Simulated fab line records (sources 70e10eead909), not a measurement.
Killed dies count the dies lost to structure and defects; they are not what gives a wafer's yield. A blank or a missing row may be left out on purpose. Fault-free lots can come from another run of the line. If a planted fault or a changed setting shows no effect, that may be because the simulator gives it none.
Which tool is to blame?	flow nand_harc	36 wafers from 12 lots sampled at 5 of the route's 1302 steps

WHAT THE GAUGES READ, wafer by wafer
NHARC_A_DECK1_JOINT_THK_MEAS_17: measures by ellipsometry.
lot	measured	on	thk_nm (nm)
L948	day 12 23:50	film_metro-02	43.5 46.0 44.0
L957	day 16 13:00	film_metro-01	70.7 72.0 71.3
L959	day 17 04:10	film_metro-01	70.2 70.1 68.4
L961	day 18 04:52	film_metro-02	43.6 45.9 43.6
L963	day 18 23:13	film_metro-01	44.4 44.3 44.1
L965	day 19 23:10	film_metro-01	45.2 45.7 44.7
L964	day 19 23:07	film_metro-02	42.8 44.2 44.2
L966	day 19 21:38	film_metro-02	46.7 44.9 44.4
L967	day 20 09:43	film_metro-01	44.3 45.9 42.9
L968	day 21 05:34	film_metro-02	42.9 45.5 45.2
L969	day 21 12:16	film_metro-02	43.0 45.4 44.2
L971	day 22 01:05	film_metro-01	44.3 43.5 44.5

WHICH TOOL RAN EACH LOT (tool, then ch and the chambers of the sampled wafers, then the start)
lot	NHARC_A_CHANNEL_FILL_D1_ALD_14	NHARC_A_CHANNEL_FILL_D1_ETCHBACK_20	NHARC_A_CHANNEL_FILL_D1_ALD_25	NHARC_A_DECK1_JOINT_DEP_16
L948	ald_hk-01 ch 2,3, day 9 21:01	rie_diel-09 ch 0,2,3, day 10 15:14	ald_hk-02 ch 0,1,2, day 11 03:00	pecvd-04 ch 0,2, day 12 23:36
L957	ald_hk-04 ch 0,1,3, day 13 02:58	rie_diel-05 ch 1,2, day 13 23:05	ald_hk-01 ch 0,3, day 14 12:28	pecvd-04 ch 0,1, day 16 12:43
L959	ald_hk-04 ch 0,1,2, day 13 19:42	rie_diel-07 ch 0,1,2, day 14 15:49	ald_hk-01 ch 0,1,2, day 15 04:22	pecvd-04 ch 0,1,2, day 17 03:53
L961	ald_hk-04 ch 0,1,2, day 15 00:41	rie_diel-05 ch 1,3, day 15 19:49	ald_hk-02 ch 0,2,3, day 16 07:43	pecvd-01 ch 0,1, day 18 04:32
L963	ald_hk-01 ch 0,1,2, day 15 17:08	rie_diel-09 ch 2,3, day 16 10:26	ald_hk-01 ch 0,2,3, day 16 23:20	pecvd-03 ch 1,2, day 18 22:56
L965	ald_hk-01 ch 0,1,3, day 16 13:37	rie_diel-05 ch 1,2,3, day 17 06:57	ald_hk-01 ch 0,2,3, day 17 18:54	pecvd-01 ch 0,1,2, day 19 22:53
L964	ald_hk-04 ch 1,3, day 16 13:37	rie_diel-07 ch 1,2, day 17 06:59	ald_hk-04 ch 1,3, day 17 18:54	pecvd-03 ch 1,2, day 19 22:50
L966	ald_hk-01 ch 1,2, day 16 18:35	rie_diel-05 ch 0,3, day 17 13:41	ald_hk-02 ch 1,2,3, day 18 02:58	pecvd-03 ch 0,1,2, day 19 21:26
L967	ald_hk-02 ch 1,2,3, day 17 01:22	rie_diel-09 ch 0,2,3, day 17 18:57	ald_hk-02 ch 1,3, day 18 08:21	pecvd-04 ch 0,1,2, day 20 09:26
L968	ald_hk-01 ch 1,2,3, day 18 05:37	rie_diel-09 ch 1,3, day 18 22:44	ald_hk-01 ch 0,1,2, day 19 11:26	pecvd-01 ch 1,2, day 21 05:18
L969	ald_hk-01 ch 0,3, day 18 10:14	rie_diel-09 ch 1,2,3, day 19 03:17	ald_hk-04 ch 0,1,2, day 19 17:03	pecvd-04 ch 0,1, day 21 12:02
L971	ald_hk-04 ch 0,2,3, day 18 18:19	rie_diel-07 ch 1,2, day 19 11:32	ald_hk-02 ch 1,3, day 20 00:17	pecvd-03 ch 0,1,2, day 22 00:49
- NHARC_A_CHANNEL_FILL_D1_ALD_14: deposits SiO2, target thk 2.5 nm, pulse time 10 s, ald cycles 25.
- NHARC_A_CHANNEL_FILL_D1_ETCHBACK_20: etches the open film in C4F8/O2/Ar, target depth 27 nm, time 13.5 s.
- NHARC_A_CHANNEL_FILL_D1_ALD_25: deposits SiOx, target thk 60 nm, pulse time 10 s, ald cycles 600.
- NHARC_A_DECK1_JOINT_DEP_16: deposits SiO2, target thk 45 nm.

WHAT THE TOOLS THEMSELVES READ (means of the sampled wafers that have a number; where no wafer has one, the mark that the record gives instead)
NHARC_A_CHANNEL_FILL_D1_ALD_14.
lot	tool	heater_power_w (W)	precursor_pulse_height_rel
L948	ald_hk-01	420	0.995
L957	ald_hk-04	517	0.992
L959	ald_hk-04	511	0.982
L961	ald_hk-04	500	1.005
L963	ald_hk-01	507	0.992
L965	ald_hk-01	497	1.007
L964	ald_hk-04	478	1.008
L966	ald_hk-01	446	0.987
L967	ald_hk-02	501	0.996
L968	ald_hk-01	437	0.984
L969	ald_hk-01	545	1.023
L971	ald_hk-04	515	1.020

NHARC_A_CHANNEL_FILL_D1_ETCHBACK_20.
lot	tool	bias_w (W)	oes_product_au (a.u.)	rf_vpp_V (V)
L948	rie_diel-09	1499	0.96	979
L957	rie_diel-05	1501	1.00	974
L959	rie_diel-07	1501	0.92	977
L961	rie_diel-05	1507	0.93	982
L963	rie_diel-09	1498	0.98	982
L965	rie_diel-05	1504	0.94	978
L964	rie_diel-07	1496	0.92	977
L966	rie_diel-05	1501	0.93	981
L967	rie_diel-09	1497	0.92	978
L968	rie_diel-09	1503	0.92	979
L969	rie_diel-09	1498	0.91	976
L971	rie_diel-07	1496	0.92	976

NHARC_A_CHANNEL_FILL_D1_ALD_25.
lot	tool	heater_power_w (W)	precursor_pulse_height_rel
L948	ald_hk-02	494	1.015
L957	ald_hk-01	546	1.007
L959	ald_hk-01	506	0.982
L961	ald_hk-02	473	1.011
L963	ald_hk-01	486	0.993
L965	ald_hk-01	482	1.003
L964	ald_hk-04	483	0.991
L966	ald_hk-02	503	0.985
L967	ald_hk-02	468	0.992
L968	ald_hk-01	515	0.990
L969	ald_hk-04	518	0.981
L971	ald_hk-02	499	1.018

NHARC_A_DECK1_JOINT_DEP_16.
lot	tool	heater_power_w (W)	mfc_precursor_sccm (sccm)	throttle_valve_pct (%)
L948	pecvd-04	498	161.8	16.6
L957	pecvd-04	590	253.9	17.4
L959	pecvd-04	587	254.2	17.4
L961	pecvd-01	646	162.0	16.1
L963	pecvd-03	589	161.5	15.6
L965	pecvd-01	580	161.3	15.7
L964	pecvd-03	559	161.3	16.1
L966	pecvd-03	490	161.5	15.6
L967	pecvd-04	545	161.5	15.9
L968	pecvd-01	511	161.7	16.0
L969	pecvd-04	538	161.2	16.2
L971	pecvd-03	513	161.0	15.9

THE ANSWER, worked out from the rows above alone
Rule: what is usual is taken from the lots themselves. The widest of any qualifying gaps counts: lots, ordered by their means at a reading, are off when they make up no more than a third of the lots, leave a main group of 4 or more, and stand apart from it by 3 or more times the standard deviation of that group's means. Not used: any main group whose means are identical at the precision the tables above print for the reading. Also off: a lot with no number at a reading for which 4 or more lots have one. All remaining lots with rows at the step are treated as sound. Order of review: gauges by route order, followed by the tools' own readings, for which a lot's mean as printed above is used. At the first step where some lot is off, the reading lying furthest off is the one used; lots without a number count as furthest.
Off: L957, L959, at NHARC_A_DECK1_JOINT_THK_MEAS_17 (thk_nm). For the main group the mean is 44.5 nm and the standard deviation 0.46.
If a tool, at a process step before that reading, ran all the lots that are off and no sound lot after the first of them, it fits. The gauges at NHARC_A_DECK1_JOINT_THK_MEAS_17 aren't tried: what is off there is off at NHARC_A_DECK1_JOINT_DEP_16 too, on other tools, and a gauge's error can't cause that. None of those tried fits.

WHAT THE SIMULATOR HAD PUT IN
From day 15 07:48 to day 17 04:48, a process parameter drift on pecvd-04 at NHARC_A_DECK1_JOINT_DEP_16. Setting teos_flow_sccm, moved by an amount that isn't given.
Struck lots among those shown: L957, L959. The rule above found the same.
